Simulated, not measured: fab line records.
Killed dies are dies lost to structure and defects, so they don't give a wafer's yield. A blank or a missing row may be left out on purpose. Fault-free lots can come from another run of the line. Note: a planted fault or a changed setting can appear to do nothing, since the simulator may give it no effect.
A lot that was struck, set against a sound lot / flow nandHarc / 15 steps out of a route of 1302
Sound: these wafers, L971.1, L971.4, L971.5. Wafers struck: L986.1, L986.2, L986.3. The cause is given at the end.
Each step with rows lists, per side, the tool, then ch with its chambers, then its first start. Under that, the readings that differ: sound wafers / struck wafers / difference of the means / sigmas: that difference in standard deviations of wafers without a fault.
alike: readings with means less than 2 such deviations apart, plus words and numbers identical on both sides. not compared: withheld readings, readings lacking a value on some wafer, bounds such as >300 that could conceal the same value, and numbers that have no deviation in the record and whose values overlap.
A row with sigmas, a row that says differs or no value, or rows on one side alone: a step with any of these is where the two part. Non-overlapping numbers with no deviation appear without sigmas and do not part them. Lack of a reading on every wafer of one side parts them only where that side has two or more wafers.

first, 1 step without rows for these wafers: NHARC_A_SGD_CUT_ETCH_26 (etches SiO2 in dHF, target depth 45.8 nm).
NHARC_A_SGD_CUT_ETCHBACK_24: etches the open film in CH3F/O2, target depth 50 nm, time 92.857 s.
  sound on rieDiel-02 ch 1,2, day 21 11:29; struck on rieDiel-08 ch 0,1,3, day 27 21:17
  alike: drypumpMotorCurrentA, mfcArSccm, oesProductAu, rfVppV, showerheadPlenumPTorr, throttleValvePct
  not compared: rfHoursCounterH
NHARC_A_SGD_CUT_STRIP_28: strips in O2, time 20 s.
  sound on rieDiel-02 ch 0,3; struck on rieDiel-08 ch 0,1,2
  alike: drypumpMotorCurrentA, mfcArSccm, oesProductAu, rfVppV, showerheadPlenumPTorr, throttleValvePct
  not compared: rfHoursCounterH
NHARC_A_SGD_CUT_INSPECT_25:
  sound on defectInspect-02, day 21 11:44; struck on defectInspect-01, day 27 21:31
  alike: rawDefectCount
NHARC_A_SLIT_DEP_25: deposits SiO2, target thk 200 nm.
  sound on pecvd-04 ch 1,2, day 21 11:47; struck on pecvd-01 ch 0,1,2, day 27 21:35
  alike: heaterPowerW, throttleValvePct
NHARC_A_SLIT_DEP_00: deposits aC, target thk 6200 nm.
  sound on aclDep-01 ch 0, day 21 12:19; struck on aclDep-03 ch 0, day 27 23:53
  alike: throttleValvePct
NHARC_A_SLIT_DEP_23: deposits SiON, target thk 100 nm.
  sound on pecvd-04 ch 0,1, day 21 16:11; struck on pecvd-01 ch 0,1,2, day 28 03:40
  alike: heaterPowerW
then, 5 steps without rows for these wafers: NHARC_A_SLIT_DEHYDRATE_01 (time 120 s); NHARC_A_SLIT_HMDS_02 (time 30 s); NHARC_A_SLIT_COAT_03 (resist thk 90 nm); NHARC_A_SLIT_SOFTBAKE_04 (time 55 s); NHARC_A_SLIT_EBR_05.
NHARC_A_SLIT_EXPOSE_06: exposes mask SLIT.
  sound on arfiScanner-02 ch 0, day 21 16:40; struck on arfiScanner-02 ch 0, day 28 04:13
reading=exposureDoseMJCm2; sound=60.77 60.72 60.85; struck=61.92 61.90 62.00; difference=+1.16; sigmas=+18
  alike: mask
then, 1 step without rows for these wafers: NHARC_A_SLIT_PEB_07 (peb time 65 s).
-- jump in the record: it breaks off in module A_SLIT and resumes in module END (first step shown: number 1302 of the route), and 5 days separate the struck wafers' starts before and after --
NHARC_END_SORT_01:
  sound on prober-02 ch 0, day 26 09:14; struck on prober-01 ch 0, day 33 03:10
  alike: killedAtArray, killedAtOther, killedAtPeriphery, killedDies, killedOpen, killedShort

WHERE THEY PART
At NHARC_A_SLIT_EXPOSE_06 and nowhere else, as far as this record goes. Later steps at which nothing parts them and some readings are alike: NHARC_END_SORT_01.

WHY: the cause the simulator had injected
Process parameter drift: arfiScanner-02, from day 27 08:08 on, at NHARC_A_SLIT_EXPOSE_06. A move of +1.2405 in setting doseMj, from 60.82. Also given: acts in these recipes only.
